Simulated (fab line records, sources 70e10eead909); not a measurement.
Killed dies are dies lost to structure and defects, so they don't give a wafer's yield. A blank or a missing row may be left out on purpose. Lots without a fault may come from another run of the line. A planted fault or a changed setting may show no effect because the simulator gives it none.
fab line records | flow nand_harc
record lots=24 wafers=72 last_day=34
route steps=1302 shown P_ZERO_WELL@19 P_GATE@172 P_CONTACT@244 P_M1@308 P_M2@338
lots that met no fault: from a run of the same line without faults
start_h: hours from the record's first day to the start of the lot's first wafer shown | wait_h: hours since the lot's step before | " the same as in the row above | L1.1+2: a row that stands for several wafers | - no value, or no start given | * or withheld: withheld | < > ~ a bound
route shown NAME@n: a module of which the file shows steps, and the number in the route of the first | usual: mean/standard deviation of fault-free wafers | same: alike in all rows | chamber/n: place in a boat | sites: the reading at each site | _std_site: their standard deviation | _edge_site: outer sites' mean less inner sites' | radius_mm: how far each site lies from the wafer's centre | mask NAME#n: copy n | behind: the tool/chamber that last shaped the wafer | hold: why the lot was held/for how many hours/how that ended | device: the transistor (n, p or np) that didn't switch | end of line: the same wafers' tests at the end of the route | a step without rows: its recipe alone | killed: dies lost to structure and defects at the first sort, not the wafer's yield | map: a wafer's dies, x killed, . not, _ none there
set.NAME: the setting as run; set.NAME@STEP: as run at that earlier step | model.NAME: the simulator's own value behind a step, which no gauge read
steps of the route over a sample of lots; a table a step, a row a wafer
services: from which hour (start_h, from the record's first day; less than 0 if before it) a tool's chamber was out of use, for how many hours, and why
## steps
# step NHARC_P_ZERO_WELL_ETCH_63
# recipe target_depth_a=1200 time_s=40.1 hbr_flow_sccm=150 cl2_flow_sccm=50 rf_w=400 icp_w=400 bias_w=100 chemistry=HBr/Cl2
# usual drypump_motor_current_A=5.7/0.43 hbr_flow_sccm=150.0/0.46 oes_product_au=1.001/0.0067 throttle_valve_pct=26.406/0.009
# columns lot.wafer tool chamber start_h wait_h drypump_motor_current_A hbr_flow_sccm oes_product_au rf_hours_counter_h throttle_valve_pct
L074.2 rie_si-02 0 21.67 - 6.6 150.5 0.995 0.52 26.409
L074.3 " 2 " " 5.4 150.1 1.004 0.47 26.402
L074.1 " 3 " " 6.0 149.2 0.993 0.50 26.410
L075.1 rie_si-01 0 31.70 - 5.2 150.3 0.997 0.08 26.396
L075.4 " 2 " " 6.0 149.9 0.995 0.04 26.419
L075.2 " 3 " " 5.6 149.6 1.005 0.08 26.421
L076.3 rie_si-04 3 41.74 - 4.7 150.2 1.000 0.38 26.403
L076.5 " 0 " " 5.9 150.5 1.005 - 26.407
L076.6 " 1 " " 5.6 150.0 0.994 - 26.405
L077.3 rie_si-04 3 51.66 - 4.7 149.7 1.013 0.41 26.395
L077.2 " 0 " " 5.9 149.8 1.003 0.30 26.385
L077.1 " 1 " " 5.6 150.6 1.010 0.36 26.406
L078.1 rie_si-02 1 61.58 - 5.5 150.3 0.992 0.68 26.404
L078.4 " 0 " " 6.6 149.8 1.009 0.71 26.408
L078.5 " 2 " " 5.4 150.2 1.002 - 26.424
L079.4 rie_si-02 3 71.66 - 6.0 149.8 1.001 0.72 26.391
L079.6 " 3 " " 6.0 150.2 1.008 - 26.403
L079.5 " 0 " " 6.6 150.0 1.001 - 26.397
L080.4 rie_si-01 1 81.66 - 6.0 150.5 0.994 0.35 26.404
L080.1 " 3 " " 5.6 150.6 1.005 0.46 26.409
L080.2 " 0 " " 5.2 150.1 1.001 0.35 26.417
L081.3 rie_si-02 1 91.70 - 5.5 149.9 0.999 0.81 26.408
L081.2 " 2 " " 5.4 150.4 0.999 0.80 26.420
L081.6 " 1 " " 5.5 150.1 1.004 - 26.405
L082.2 rie_si-01 0 101.66 - 5.2 150.3 1.011 0.42 26.427
L082.6 " 0 " " 5.2 149.9 1.005 - 26.393
L082.5 " 1 " " 6.0 149.6 1.006 - 26.418
L083.2 rie_si-04 2 111.66 - 5.6 150.4 1.001 0.83 26.407
L083.4 " 3 " " 4.7 149.7 1.003 0.84 26.418
L083.5 " 1 " " 5.6 150.2 1.007 - 26.416
L084.4 rie_si-01 3 121.65 - 5.6 150.2 1.006 0.55 26.404
L084.2 " 1 " " 6.0 149.4 0.995 0.54 26.406
L084.6 " 3 " " 5.6 149.6 1.002 - 26.413
L085.4 rie_si-01 3 131.66 - 5.6 150.0 1.007 0.65 26.397
L085.3 " 0 " " 5.2 149.8 1.003 0.57 26.410
L085.2 " 2 " " 5.9 149.5 1.009 0.64 26.398
L086.2 rie_si-01 3 141.78 - 5.6 149.7 0.996 0.72 26.417
L086.3 " 0 " " 5.2 149.8 0.990 0.64 26.399
L086.5 " 3 " " 5.6 149.7 0.996 - 26.385
L087.2 rie_si-02 1 151.65 - 5.5 150.8 0.996 0.17 26.403
L087.3 " 2 " " 5.4 149.9 0.997 0.20 26.403
L087.4 " 3 " " 6.0 150.1 0.989 0.15 26.423
L088.3 rie_si-04 2 161.81 - 5.6 149.4 0.996 1.19 26.405
L088.2 " 3 " " 4.7 149.9 1.012 1.15 26.406
L088.6 " 3 " " 4.7 149.9 1.007 - 26.393
L089.1 rie_si-01 0 171.69 - 5.2 149.7 0.986 0.84 26.397
L089.4 " 1 " " 6.0 149.7 0.995 0.87 26.407
L089.2 " 2 " " 5.9 150.1 0.985 0.91 26.413
L090.2 rie_si-02 0 181.83 - 6.6 150.7 1.005 0.21 26.411
L090.3 " 3 " " 6.0 149.4 1.000 0.34 26.407
L090.6 " 0 " " 6.6 150.2 0.991 - 26.420
L091.4 rie_si-02 2 191.80 - 5.4 150.0 0.997 0.44 26.420
L091.3 " 3 " " 6.0 149.9 0.999 0.37 26.407
L091.1 " 0 " " 6.6 150.1 1.000 0.26 26.394
L092.1 rie_si-02 3 201.69 - 6.1 149.9 0.993 0.45 26.407
L092.5 " 2 " " 5.4 149.2 1.001 - 26.399
L092.6 " 3 " " 6.1 150.1 0.992 - 26.406
L093.3 rie_si-01 1 211.68 - 6.0 150.2 1.007 0.03 26.419
L093.1 " 3 " " 5.6 149.7 1.003 0.01 26.404
L093.5 " 1 " " 6.0 150.8 0.999 - 26.408
L094.3 rie_si-02 3 221.93 - 6.1 149.9 1.004 0.57 26.401
L094.4 " 1 " " 5.5 150.3 1.012 0.73 26.411
L094.5 " 3 " " 6.0 149.7 0.986 - 26.384
L095.1 rie_si-01 3 231.78 - 5.6 151.0 1.010 0.15 26.407
L095.4 " 0 " " 5.2 149.5 1.004 0.16 26.414
L095.5 " 3 " " 5.6 150.8 1.002 - 26.408
L096.4 rie_si-01 0 241.78 - 5.2 150.1 1.001 0.19 26.398
L096.3 " 1 " " 6.0 149.7 0.997 0.26 26.401
L096.5 " 2 " " 5.9 150.2 1.008 - 26.400
L097.4 rie_si-01 1 251.85 - 6.0 149.9 1.008 0.36 26.417
L097.1 " 3 " " 5.6 150.2 1.012 0.29 26.404
L097.5 " 1 " " 6.0 149.4 1.008 - 26.393
# step NHARC_P_GATE_DESCUM_48
# recipe time_s=3 o2_flow_sccm=200 ar_flow_sccm=0 bias_power_w=0 chemistry=O2
# usual drypump_motor_current_A=5.8/0.44 oes_product_au=1.001/0.0065 rf_vpp_V=57.9/0.84 showerhead_plenum_p_Torr=1.91/0.074 throttle_valve_pct=11.311/0.0092
# columns lot.wafer tool chamber start_h wait_h drypump_motor_current_A oes_product_au rf_hours_counter_h rf_vpp_V showerhead_plenum_p_Torr throttle_valve_pct
L074.3 rie_diel-13 2 114.13 - 6.3 1.002 8 57.9 2.00 11.301
L074.1 " 3 " " 5.1 1.016 8 58.4 1.85 11.302
L074.2 " 0 " " 5.9 1.002 8 57.6 1.91 11.310
L075.4 rie_diel-13 3 120.36 - 5.1 1.000 8 57.1 1.85 11.295
L075.2 " 1 " " 5.8 0.982 7 58.8 2.02 11.290
L075.1 " 2 " " 6.3 0.998 8 57.0 2.00 11.314
L076.3 rie_diel-13 1 123.42 - 5.8 0.993 7 57.8 2.02 11.311
L076.5 " 2 " " 6.4 0.998 - 58.2 2.00 11.312
L076.6 " 3 " " 5.1 1.005 - 58.5 1.85 11.312
L077.2 rie_diel-09 1 139.65 - 5.7 0.999 8 58.2 1.95 11.320
L077.1 " 2 " " 5.2 0.999 9 57.1 1.83 11.319
L077.3 " 0 " " 6.0 1.001 9 57.6 1.80 11.323
L078.1 rie_diel-10 0 146.44 - 5.4 1.003 3 58.5 1.91 11.314
L078.4 " 0 " " 5.4 0.993 - 58.0 1.91 11.310
L078.5 " 1 " " 6.3 0.997 - 57.0 1.95 11.302
L079.4 rie_diel-09 3 159.09 - 5.6 0.996 0 58.4 1.98 11.314
L079.6 " 3 " " 5.6 1.000 - 58.0 1.98 11.326
L079.5 " 0 " " 6.0 1.003 - 57.4 1.80 11.317
L080.4 rie_diel-09 1 167.97 - 5.7 1.003 1 59.1 1.95 11.304
L080.1 " 2 " " 5.3 1.003 1 57.0 1.83 11.319
L080.2 " 0 " " 6.0 1.003 1 58.2 1.80 11.326
L081.2 rie_diel-10 1 184.35 - 6.3 0.995 7 57.9 1.95 11.322
L081.3 " 2 " " 6.4 1.002 7 58.0 1.83 11.315
L081.6 " 2 " " 6.4 0.999 - 56.7 1.83 11.317
L082.2 rie_diel-09 3 184.54 - 5.6 0.992 3 57.0 1.98 11.309
L082.5 " 3 " " 5.6 1.003 - 58.6 1.98 11.298
L082.6 " 0 " " 6.0 1.006 - 56.4 1.80 11.304
L083.2 rie_diel-13 3 210.13 - 5.1 1.005 2 58.6 1.85 11.303
L083.4 " 1 " " 5.8 0.998 1 57.4 2.02 11.298
L083.5 " 0 " " 5.9 0.991 - 56.9 1.91 11.306
L084.2 rie_diel-09 2 210.45 - 5.2 0.994 3 57.5 1.83 11.323
L084.4 " 0 " " 6.0 1.004 2 57.2 1.80 11.305
L084.6 " 3 " " 5.6 1.002 - 56.4 1.98 11.301
L085.3 rie_diel-10 1 219.03 - 6.3 0.995 9 58.6 1.95 11.318
L085.2 " 2 " " 6.4 0.995 9 57.7 1.83 11.313
L085.4 " 2 " " 6.4 0.998 - 57.7 1.83 11.304
L086.3 rie_diel-09 0 233.55 - 6.0 1.004 3 57.1 1.80 11.318
L086.2 " 1 " " 5.7 1.001 3 57.2 1.94 11.298
L086.5 " 0 " " 6.1 0.996 - 58.4 1.80 11.308
L087.2 rie_diel-10 2 233.87 - 6.5 1.004 9 57.5 1.83 11.317
L087.3 " 0 " " 5.5 1.004 9 57.6 1.91 11.298
L087.4 " 2 " " 6.5 1.004 - 58.1 1.83 11.316
L088.2 rie_diel-13 2 257.14 - 6.3 1.015 6 57.7 2.00 11.307
L088.3 " 0 " " 5.9 1.005 5 57.7 1.91 11.312
L088.6 " 3 " " 5.1 1.010 - 57.5 1.85 11.329
L089.2 rie_diel-13 1 259.24 - 5.8 0.986 6 59.3 2.02 11.315
L089.4 " 2 " " 6.3 1.006 7 58.9 2.00 11.317
L089.1 " 3 " " 5.1 1.015 6 57.6 1.85 11.316
L090.2 rie_diel-13 0 275.96 - 5.9 1.003 7 56.3 1.91 11.308
L090.3 " 3 " " 5.1 1.008 8 57.0 1.84 11.316
L090.6 " 0 " " 5.9 1.001 - 57.8 1.91 11.309
L091.4 rie_diel-13 3 280.50 - 5.1 1.012 8 58.7 1.84 11.313
L091.3 " 0 " " 5.9 1.002 7 58.1 1.91 11.298
L091.1 " 1 " " 5.8 0.994 7 58.1 2.02 11.295
L092.1 rie_diel-13 2 288.32 - 6.3 1.013 9 57.5 2.00 11.315
L092.5 " 2 " " 6.3 1.003 - 58.0 2.00 11.317
L092.6 " 3 " " 5.1 1.009 - 57.4 1.85 11.323
L093.3 rie_diel-13 0 306.46 - 5.9 1.005 8 58.0 1.91 11.312
L093.1 " 2 " " 6.3 1.000 10 57.6 2.00 11.300
L093.5 " 0 " " 5.9 0.995 - 57.8 1.91 11.306
L094.3 rie_diel-09 1 314.14 - 5.7 0.987 6 58.3 1.94 11.315
L094.4 " 3 " " 5.6 1.004 8 57.8 1.98 11.317
L094.5 " 2 " " 5.2 1.000 - 56.6 1.83 11.312
L096.3 rie_diel-13 2 328.08 - 6.3 1.003 10 58.2 2.00 11.325
L096.4 " 1 " " 5.8 0.991 10 58.0 2.01 11.307
L096.5 " 2 " " 6.3 1.007 - 58.1 2.00 11.309
L095.1 rie_diel-10 1 328.74 - 6.3 1.002 7 58.9 1.94 11.314
L095.4 " 2 " " 6.4 1.004 - 57.2 1.83 11.294
L095.5 " 3 " " 5.1 1.006 - 59.3 2.06 11.293
L097.1 rie_diel-09 3 338.00 - 5.6 1.011 1 58.5 1.98 11.302
L097.4 " 1 " " 5.7 0.997 1 58.2 1.94 11.305
L097.5 " 3 " " 5.6 1.003 - 58.9 1.98 11.304
# step NHARC_P_CONTACT_DEGAS_38
# recipe temp_c=300 time_s=60
# usual heater_power_w=465/46 susceptor_temp_C=299.97/0.19
# columns lot.wafer tool chamber start_h wait_h heater_power_w susceptor_temp_C
L074.1 pvd_sputter-01 - 123.98 - 392 299.91
L074.3 " - " " 403 299.67
L074.2 " - " " 580 300.22
L075.4 pvd_sputter-02 - 141.71 - 427 300.16
L075.2 " - " " 524 299.96
L075.1 " - " " 484 299.71
L076.3 pvd_sputter-01 - 143.61 - 569 299.84
L076.6 " - " " 394 300.18
L076.5 " - " " 414 299.85
L077.3 pvd_sputter-01 - 149.39 - 417 300.06
L077.1 " - " " 562 300.13
L077.2 " - " " 393 299.70
L078.1 pvd_sputter-02 - 156.11 - 422 300.23
L078.4 " - " " 517 299.95
L078.5 " - " " 423 299.88
L079.4 pvd_sputter-03 - 168.83 - 494 299.92
L079.6 " - " " 447 299.90
L079.5 " - " " 454 300.09
L080.4 pvd_sputter-02 - 177.94 - 528 300.16
L080.1 " - " " 486 300.10
L080.2 " - " " 487 299.97
L081.3 pvd_sputter-03 - 194.90 - 498 299.96
L081.2 " - " " 430 299.99
L081.6 " - " " 439 299.81
L082.2 pvd_sputter-01 - 195.01 - 560 -
L082.5 " - " " 566 -
L082.6 " - " " 488 -
L083.2 pvd_sputter-01 - 220.01 - 421 300.02
L083.4 " - " " 477 299.99
L083.5 " - " " 566 299.86
L084.2 pvd_sputter-02 - 222.43 - 496 300.00
L084.4 " - " " 492 300.09
L084.6 " - " " 428 300.19
L085.3 pvd_sputter-03 - 228.98 - 452 -
L085.4 " - " " 431 -
L085.2 " - " " 480 -
L086.3 pvd_sputter-02 - 243.54 - 429 299.66
L086.2 " - " " 510 299.68
L086.5 " - " " 494 299.79
L087.2 pvd_sputter-03 - 243.83 - 445 300.01
L087.3 " - " " 500 299.87
L087.4 " - " " 420 299.82
L088.2 pvd_sputter-01 - 267.12 - 406 -
L088.3 " - " " 582 -
L088.6 " - " " 424 -
L089.1 pvd_sputter-03 - 269.03 - 463 -
L089.4 " - " " 486 -
L089.2 " - " " 426 -
L090.2 pvd_sputter-03 - 285.76 - 437 -
L090.3 " - " " 434 -
L090.6 " - " " 464 -
L091.3 pvd_sputter-01 - 290.07 - 488 299.85
L091.4 " - " " 414 299.74
L091.1 " - " " 403 299.70
L092.1 pvd_sputter-02 - 298.11 - 504 299.71
L092.5 " - " " 470 299.86
L092.6 " - " " 433 299.98
L093.3 pvd_sputter-02 - 315.96 - 471 299.73
L093.1 " - " " 477 300.19
L093.5 " - " " 469 299.89
L094.4 pvd_sputter-02 - 323.89 - 496 300.06
L094.3 " - " " 461 299.77
L094.5 " - " " 506 300.10
L096.4 pvd_sputter-03 - 337.59 - 439 300.27
L096.3 " - " " 481 299.99
L096.5 " - " " 436 300.15
L095.4 pvd_sputter-02 - 338.48 - 500 299.88
L095.1 " - " " 472 299.96
L095.5 " - " " 506 299.63
L097.1 pvd_sputter-03 - 347.78 - 425 300.35
L097.4 " - " " 427 299.78
L097.5 " - " " 436 300.35
# step NHARC_P_M1_PVD_21
# recipe target_thk_a=300 chamber_pressure_pa=5 power_w=5000 substrate_temp_c=30 time_s=20.49 material=Cu
# usual throttle_valve_pct=29.9/1.3
# columns lot.wafer tool chamber start_h wait_h throttle_valve_pct
L074.2 pvd_sputter-01 - - - 31.2
L074.1 " - " " 29.2
L074.3 " - " " 31.6
L075.4 pvd_sputter-02 - - - 30.7
L075.1 " - " " 29.4
L075.2 " - " " 32.2
L076.3 pvd_sputter-02 - - - 27.6
L076.5 " - " " 28.0
L076.6 " - " " 30.7
L077.2 pvd_sputter-03 - - - 30.6
L077.1 " - " " 30.5
L077.3 " - " " 31.8
L078.4 pvd_sputter-02 - - - 30.6
L078.1 " - " " 29.4
L078.5 " - " " 29.5
L079.4 pvd_sputter-02 - - - 30.6
L079.5 " - " " 32.3
L079.6 " - " " 27.6
L080.4 pvd_sputter-02 - - - 32.2
L080.1 " - " " 27.5
L080.2 " - " " 29.5
L081.3 pvd_sputter-03 - - - 29.8
L081.2 " - " " 28.4
L081.6 " - " " 30.3
L082.2 pvd_sputter-01 - - - 31.8
L082.5 " - " " 31.6
L082.6 " - " " 28.8
L083.2 pvd_sputter-02 - - - 27.7
L083.4 " - " " 30.6
L083.5 " - " " 32.2
L084.2 pvd_sputter-03 - - - 28.7
L084.4 " - " " 29.8
L084.6 " - " " 29.8
L085.4 pvd_sputter-03 - - - 30.7
L085.3 " - " " 28.6
L085.2 " - " " 29.8
L086.3 pvd_sputter-02 - - - 29.2
L086.2 " - " " 32.0
L086.5 " - " " 29.3
L087.2 pvd_sputter-01 - - - 31.6
L087.3 " - " " 31.0
L087.4 " - " " 29.2
L088.2 pvd_sputter-03 - - - 28.2
L088.3 " - " " 29.7
L088.6 " - " " 30.0
L089.2 pvd_sputter-03 - - - 29.6
L089.4 " - " " 30.0
L089.1 " - " " 30.6
L090.2 pvd_sputter-03 - - - 28.8
L090.3 " - " " 30.6
L090.6 " - " " 29.8
L091.1 pvd_sputter-01 - - - 31.1
L091.3 " - " " 31.5
L091.4 " - " " 28.5
L092.1 pvd_sputter-01 - - - 31.2
L092.6 " - " " 28.3
L092.5 " - " " 31.2
L093.3 pvd_sputter-01 - - - 29.1
L093.1 " - " " 31.4
L093.5 " - " " 29.0
L094.4 pvd_sputter-01 - - - 29.4
L094.3 " - " " 28.3
L094.5 " - " " 31.5
L096.3 pvd_sputter-01 - - - 28.7
L096.4 " - " " 31.5
L096.5 " - " " 28.3
L095.1 pvd_sputter-02 - - - 29.5
L095.4 " - " " 31.7
L095.5 " - " " 29.6
L097.1 pvd_sputter-01 - - - 31.0
L097.4 " - " " 31.8
L097.5 " - " " 31.2
# step NHARC_P_M2_DEGAS_29
# recipe temp_c=250 time_s=60
# usual heater_power_w=334/34 susceptor_temp_C=250.01/0.15
# columns lot.wafer tool chamber start_h wait_h heater_power_w susceptor_temp_C
L074.2 pvd_sputter-02 - 135.87 - 311 -
L074.1 " - " " 376 -
L074.3 " - " " 345 -
L075.1 pvd_sputter-01 - 153.55 - 342 250.15
L075.4 " - " " 300 249.87
L075.2 " - " " 408 250.18
L076.3 pvd_sputter-02 - 155.18 - 348 250.06
L076.6 " - " " 368 249.88
L076.5 " - " " 341 249.96
L077.3 pvd_sputter-03 - 161.64 - 324 -
L077.2 " - " " 351 -
L077.1 " - " " 323 -
L078.1 pvd_sputter-01 - 167.74 - 278 249.80
L078.4 " - " " 405 250.41
L078.5 " - " " 282 249.87
L079.4 pvd_sputter-02 - 180.51 - 298 249.97
L079.5 " - " " 359 249.96
L079.6 " - " " 366 250.13
L080.1 pvd_sputter-02 - 189.69 - 351 249.83
L080.4 " - " " 308 250.01
L080.2 " - " " 344 250.12
L081.3 pvd_sputter-02 - 206.67 - 300 249.86
L081.2 " - " " 357 250.04
L081.6 " - " " 347 249.92
L082.2 pvd_sputter-03 - 207.47 - 302 -
L082.5 " - " " 315 -
L082.6 " - " " 347 -
L083.4 pvd_sputter-02 - 232.19 - 299 249.96
L083.2 " - " " 354 250.13
L083.5 " - " " 299 250.11
L084.4 pvd_sputter-03 - 234.45 - 307 -
L084.2 " - " " 312 -
L084.6 " - " " 340 -
L085.2 pvd_sputter-01 - 241.35 - 421 250.00
L085.4 " - " " 298 249.85
L085.3 " - " " 294 249.78
L086.2 pvd_sputter-01 - 255.34 - 350 250.00
L086.3 " - " " 291 249.80
L086.5 " - " " 288 249.87
L087.4 pvd_sputter-03 - 255.88 - 301 250.16
L087.3 " - " " 323 250.19
L087.2 " - " " 348 249.76
L088.3 pvd_sputter-01 - 279.13 - 301 249.98
L088.2 " - " " 406 249.92
L088.6 " - " " 298 250.10
L089.4 pvd_sputter-03 - 280.86 - 320 249.88
L089.2 " - " " 358 250.08
L089.1 " - " " 305 249.86
L090.2 pvd_sputter-03 - 298.61 - 327 249.86
L090.3 " - " " 310 250.05
L090.6 " - " " 354 250.13
L091.4 pvd_sputter-03 - 302.28 - 347 249.98
L091.1 " - " " 309 250.16
L091.3 " - " " 318 249.78
L092.1 pvd_sputter-01 - 309.85 - 429 249.84
L092.6 " - " " 290 249.72
L092.5 " - " " 419 249.95
L093.1 pvd_sputter-01 - 327.79 - 347 249.99
L093.3 " - " " 297 249.92
L093.5 " - " " 425 249.88
L094.3 pvd_sputter-03 - 335.77 - 306 250.16
L094.4 " - " " 305 250.25
L094.5 " - " " 322 249.89
L096.4 pvd_sputter-01 - 349.64 - 293 249.96
L096.3 " - " " 398 250.16
L096.5 " - " " 299 250.10
L095.4 pvd_sputter-02 - 350.36 - 325 249.97
L095.1 " - " " 317 249.82
L095.5 " - " " 348 250.14
L097.4 pvd_sputter-03 - 360.28 - 368 -
L097.1 " - " " 292 -
L097.5 " - " " 289 -
# step NHARC_P_M2_PRE_CLEAN_32
# recipe time_s=12 temp_c=370 rf_power_w=300 gas=NH3
# usual heater_power_w=663/100 susceptor_temp_C=369.98/0.21
# columns lot.wafer tool chamber start_h wait_h heater_power_w susceptor_temp_C
L074.2 pecvd-04 2 137.50 0.1 607 369.98
L074.1 " 0 " " 617 369.81
L074.3 " 1 " " 657 369.79
L075.1 pecvd-02 0 155.20 0.1 690 369.86
L075.2 " 2 " " 549 370.24
L075.4 " 2 " " 545 370.01
L076.3 pecvd-02 1 156.82 0.1 765 370.14
L076.6 " 0 " " 679 370.28
L076.5 " 1 " " 770 370.27
L077.3 pecvd-02 2 163.26 0.1 495 370.04
L077.2 " 0 " " 700 370.04
L077.1 " 1 " " 753 370.01
L078.1 pecvd-02 1 169.37 0.1 755 369.73
L078.4 " 1 " " 802 369.65
L078.5 " 2 " " 532 369.77
L079.5 pecvd-02 1 182.14 0.1 693 369.72
L079.6 " 2 " " 512 370.02
L079.4 " 0 " " 740 369.93
L080.2 pecvd-04 1 191.53 0.3 634 370.03
L080.1 " 0 " " 536 370.15
L080.4 " 1 " " 642 370.00
L081.3 pecvd-02 0 208.62 0.4 730 369.89
L081.2 " 1 " " 682 370.25
L081.6 " 1 " " 685 370.14
L082.2 pecvd-02 0 209.12 0.1 613 369.75
L082.6 " 2 " " 525 369.85
L082.5 " 0 " " 633 369.84
L083.2 pecvd-04 1 233.86 0.1 689 369.95
L083.4 " 2 " " 734 369.88
L083.5 " 0 " " 572 369.62
L084.2 pecvd-01 1 236.07 0.1 644 369.80
L084.4 " 0 " " 644 370.28
L084.6 " 2 " " 708 369.84
L085.3 pecvd-02 2 242.99 0.1 466 369.75
L085.2 " 0 " " 775 370.38
L085.4 " 2 " " 457 370.16
L086.2 pecvd-04 1 257.01 0.1 690 369.94
L086.3 " 2 " " 646 370.16
L086.5 " 2 " " 643 369.63
L087.2 pecvd-02 2 257.55 0.1 478 370.34
L087.3 " 1 " " 789 370.12
L087.4 " 1 " " 779 369.54
L088.2 pecvd-01 2 280.76 0.1 722 369.75
L088.3 " 0 " " 620 369.82
L088.6 " 1 " " 653 369.96
L089.1 pecvd-04 0 282.48 0.1 652 369.90
L089.2 " 1 " " 776 370.51
L089.4 " 2 " " 669 370.01
L090.3 pecvd-02 1 300.22 0.1 772 369.99
L090.2 " 2 " " 458 369.57
L090.6 " 2 " " 458 370.09
L091.1 pecvd-01 2 303.93 0.1 799 370.22
L091.3 " 0 " " 652 369.78
L091.4 " 0 " " 655 369.78
L092.1 pecvd-04 2 311.70 0.3 693 369.75
L092.5 " 0 " " 593 370.06
L092.6 " 1 " " 764 369.76
L093.1 pecvd-02 2 329.40 0.1 444 369.77
L093.3 " 1 " " 710 369.40
L093.5 " 2 " " 460 369.95
L094.3 pecvd-02 1 337.42 0.1 793 369.89
L094.4 " 2 " " 458 369.91
L094.5 " 0 " " 707 370.15
L096.3 pecvd-01 1 351.27 0.1 698 370.05
L096.4 " 0 " " 661 369.98
L096.5 " 1 " " 690 369.98
L095.1 pecvd-02 2 351.96 0.1 508 370.17
L095.5 " 0 " " 803 369.78
L095.4 " 1 " " 786 370.56
L097.1 pecvd-02 1 361.93 0.1 799 370.08
L097.5 " 1 " " 791 370.23
L097.4 " 0 " " 806 370.11
## services
# columns tool chamber start_h hours kind
pecvd-02 - 3.09 0.9 repair
rie_si-01 - 16.00 9.0 pm
rie_diel-13 3 16.06 8.8 repair
pecvd-02 - 46.10 13.0 pm
pvd_sputter-01 - 48.00 10.0 pm
rie_si-01 0 68.10 7.2 repair
pvd_sputter-03 - 91.93 1.3 repair
pvd_sputter-01 - 97.31 5.0 repair
pvd_sputter-02 - 104.08 10.0 pm
pvd_sputter-02 - 123.00 1.9 repair
pvd_sputter-03 - 170.91 10.0 pm
pecvd-02 2 185.88 12.9 repair
pvd_sputter-03 - 217.20 2.5 repair
pecvd-02 2 222.39 4.6 repair
pvd_sputter-01 - 226.00 10.0 pm
pecvd-02 - 227.16 13.0 pm
pvd_sputter-02 - 276.17 1.2 repair
pvd_sputter-02 - 282.08 10.0 pm
pvd_sputter-02 - 292.59 1.7 repair
pvd_sputter-03 - 312.77 0.8 repair
pvd_sputter-02 - 317.60 2.1 repair
pecvd-02 - 341.51 0.5 repair
pvd_sputter-03 - 348.91 10.0 pm
pvd_sputter-01 - 350.29 4.9 repair
## key
fault none
